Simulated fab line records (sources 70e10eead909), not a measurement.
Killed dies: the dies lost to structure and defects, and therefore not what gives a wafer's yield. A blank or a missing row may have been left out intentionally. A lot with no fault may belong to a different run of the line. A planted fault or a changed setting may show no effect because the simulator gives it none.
Problem report, 8D (eight disciplines) form, completed by code    flow nand_harc    the parts of the form that need people (team, actions taken, sign-off) are left out

## 1. THE PROBLEM
raw_defect_count at NHARC_A_M0_INSPECT_11 reads a mean of 482 on 6 wafers of 2 lots; wafers without a fault read 85 with a standard deviation of 44. Measured from the usual mean, that is +9.0 standard deviations.
Seen first at day 27 16:54 on defect_inspect-01, wafer L996.1. Wafers with a number at this step in the record: 18, from 6 lots. By rule, "out" or "out of limits" means more than 4 standard deviations away from the usual mean. The other wafers with a number count as sound.

## 2. WHAT IT IS, WHAT IT ISN'T
question                     is                      is not
which readings at this step  raw_defect_count        -
which lots                   L996, L997              L104, L108, L985, L989
which wafers of those lots   all that have a number  -
read on which gauges         defect_inspect-01       defect_inspect-02
when                         from day 27 16:54       up to then (6 sound wafers); but 6 sound wafers of L104, L108 came after

## 3. THE SUSPECTS, EACH WITH WHAT RULES IT OUT
Counting: any tool at a process step up to the reading is kept as a suspect provided that every lot that is out went through it and no sound lot did after the first of them.
- the gauge at NHARC_A_M0_INSPECT_11: kept. All the wafers that are out were read on defect_inspect-01, and no step on other tools shows them out.
- cvd_w-01 at NHARC_A_BLC_CVD_24 (deposits W, target thk 150 nm, time 434 s): ruled out as a lasting fault. Following L996 (day 27 15:52), the first lot on it that is out, the sound lots L104 were run on it. NHARC_A_BLC_CVD_24: start missing for some lots; hours and lot order therefore follow NHARC_A_BLC_INSPECT_28.
- pecvd-03 at NHARC_A_M0_DEP_00 (deposits SiOC, target thk 150 nm): kept. It ran every lot that is out, first L996 (day 27 15:56), and no sound lot after that; its last sound lot up to then is L989 (day 23 14:26).
Left after counting: pecvd-03 at NHARC_A_M0_DEP_00, defect_inspect-01 at NHARC_A_M0_INSPECT_11.

## 4. THE CAUSE (what the simulator had put in)
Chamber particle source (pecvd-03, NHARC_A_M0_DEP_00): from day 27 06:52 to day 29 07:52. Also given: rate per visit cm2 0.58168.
2 suspects survive the count, and this tool is in that group.

## 5. THE CHAIN OF EFFECTS, in route order
Rows list readings where the struck wafers' mean (over those with a number) sits beyond 3 standard deviations from the usual. Only readings whose record carries a usual standard deviation are examined. hours: median over the lots of the time between each lot's start at the first step of this table that gives one and its start at this step. sigmas: the change, counted in usual standard deviations.
hours  step                   reading           usual  on struck wafers  change  sigmas
0      NHARC_A_M0_INSPECT_11  raw_defect_count  85     482               +397    +9.0
Later measuring or inspecting steps at which every struck wafer that the step has a row for has a number for every such reading, and none has moved that far: NHARC_END_SORT_01.

## 6. WHAT WOULD HAVE CAUGHT IT SOONER
Counted from the fault's start at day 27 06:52, it took 10 hours until the first out-of-limits reading at a measuring or inspecting step in this record, taken at day 27 16:54.
Lots out: 2; of these, L997 started NHARC_A_M0_DEP_00 on pecvd-03 after day 27 16:54. Holding the tool at that time would have saved it.
